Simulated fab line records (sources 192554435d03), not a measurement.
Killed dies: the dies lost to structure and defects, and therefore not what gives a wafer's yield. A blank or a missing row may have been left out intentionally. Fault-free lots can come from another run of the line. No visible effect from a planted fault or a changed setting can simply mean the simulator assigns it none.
Struck lot and sound lot, side by side    flow n5-finfet    17 out of 1938 route steps
Sound: wafers L893.1, L893.2, L893.6. The struck wafers were L907.2, L907.4, L907.6. The cause is given at the end.
For every step that has rows: the tool of each side, followed by ch and its chambers, followed by its first start. Under that, the readings that differ: sound wafers    struck wafers    difference of the means    sigmas: that difference in standard deviations of wafers without a fault.
alike: a reading whose means differ by less than 2 such deviations, as well as words and numbers matching on both sides. not compared: withheld readings; readings where some wafer has no value; bounds like >300 that might hide an equal value; numbers whose values overlap and for which the record gives no deviation.
A row with sigmas, a row that says differs or no value, or rows on one side alone: a step with any of these is where the two part. Numbers that have no deviation but don't overlap get no sigmas and don't part them. Lack of a reading on every wafer of one side parts them only where that side has two or more wafers.

first, 4 steps without rows for these wafers: N5_BEOL_M11_HM_STRIP_39 (strips TiN in peroxide tin strip, target depth 25 nm, time 158 s); N5_BEOL_M11_SRD_40 (time 30 s); N5_BEOL_M11_PRECLEAN_42 (cleans in residue remover, time 60 s); N5_BEOL_M11_SRD_43 (time 30 s).
N5_BEOL_M11_CD_MEAS_35 targets a cd of 70 nm.
  sound on cd-sem-02, day 12 11:56; struck on cd-sem-03, day 16 18:22
  alike: cd-nm
then, 1 step without rows for these wafers: N5_BEOL_M11_CURE_72 (cures SiCOH lowk, time 120 s).
N5_BEOL_M11_DEGAS_44: time 60 s.
  sound on pvd-sputter-01, day 12 12:55; struck on pvd-sputter-03, day 16 19:20
  alike: heater-power-w
N5_BEOL_M11_PRE_CLEAN_45: time 30 s.
  sound on pvd-sputter-01, day 12 12:58; struck on pvd-sputter-03, day 16 19:23
  alike: heater-power-w
then, 1 step without rows for these wafers: N5_BEOL_M11_ALD_74 (deposits TaN, target thk 2 nm, pulse time 2 s, purge time 3 s).
N5_BEOL_M11_SURFACE_TREAT_76:
  sound on pvd-sputter-01, day 12 13:30; struck on pvd-sputter-03, day 16 19:47
  not compared: throttle-valve-pct
then, 1 step without rows for these wafers: N5_BEOL_M11_CVD_75 (deposits Co from CCTBA/H2, target thk 2 nm, time 138.9 s).
N5_BEOL_M11_SPUTTER_48: material Cu, target thk 12 nm, time 2 s.
  sound on pvd-sputter-01, day 12 13:43; struck on pvd-sputter-03, day 16 20:01
  alike: chamber-pressure-pa, throttle-valve-pct
N5_BEOL_M11_ECD_50: material Cu, target thk 318 nm.
  sound on ecd-cu-01 ch 0,1, day 12 13:56; struck on ecd-cu-02 ch 0,1, day 16 20:08
reading                                  sound              struck           difference  sigmas
model.Cu_of_BEOL_M11_ECD_50.thk-nm (nm)  313.4 316.2 314.4  161.2 162.2 154  -155.5      
N5_BEOL_M11_ANNEAL_51: time 90 s.
  sound on rtp-anneal-01 ch 0, day 12 15:32; struck on rtp-anneal-02 ch 0, day 16 20:17
reading           sound                 struck                difference  sigmas
wafer_temp_C_max  226.14 226.16 226.18  225.69 225.87 225.47  -0.48       -2
N5_BEOL_M11_CMP_52: polishes, stops on SiCOH lowk, t overpolish 7 s, target thk 140 nm.
  sound on cmp-04 ch 1,3, day 12 15:50; struck on cmp-04 ch 0,1,3, day 16 20:37
reading                 sound           struck          difference  sigmas
time-to-endpoint-s (s)  67.7 62.7 64.5  36.5 32.7 36.0  -29.9       -11
  alike: motor-current-A
  not compared: pad-life-wafers
N5_BEOL_M11_THK_MEAS_53: measures by xrf.
  sound on film-metro-01, day 12 16:07; struck on film-metro-01, day 16 20:50
  alike: M11_THK
after that, 1 step had no rows for these wafers: N5_PASSIVATION_PROBE_49.

WHERE THEY PART
First at N5_BEOL_M11_ANNEAL_51; last, within this record, at N5_BEOL_M11_CMP_52. Later steps at which nothing parts them and some readings are alike: N5_BEOL_M11_THK_MEAS_53.

WHY: what had been put in by the simulator
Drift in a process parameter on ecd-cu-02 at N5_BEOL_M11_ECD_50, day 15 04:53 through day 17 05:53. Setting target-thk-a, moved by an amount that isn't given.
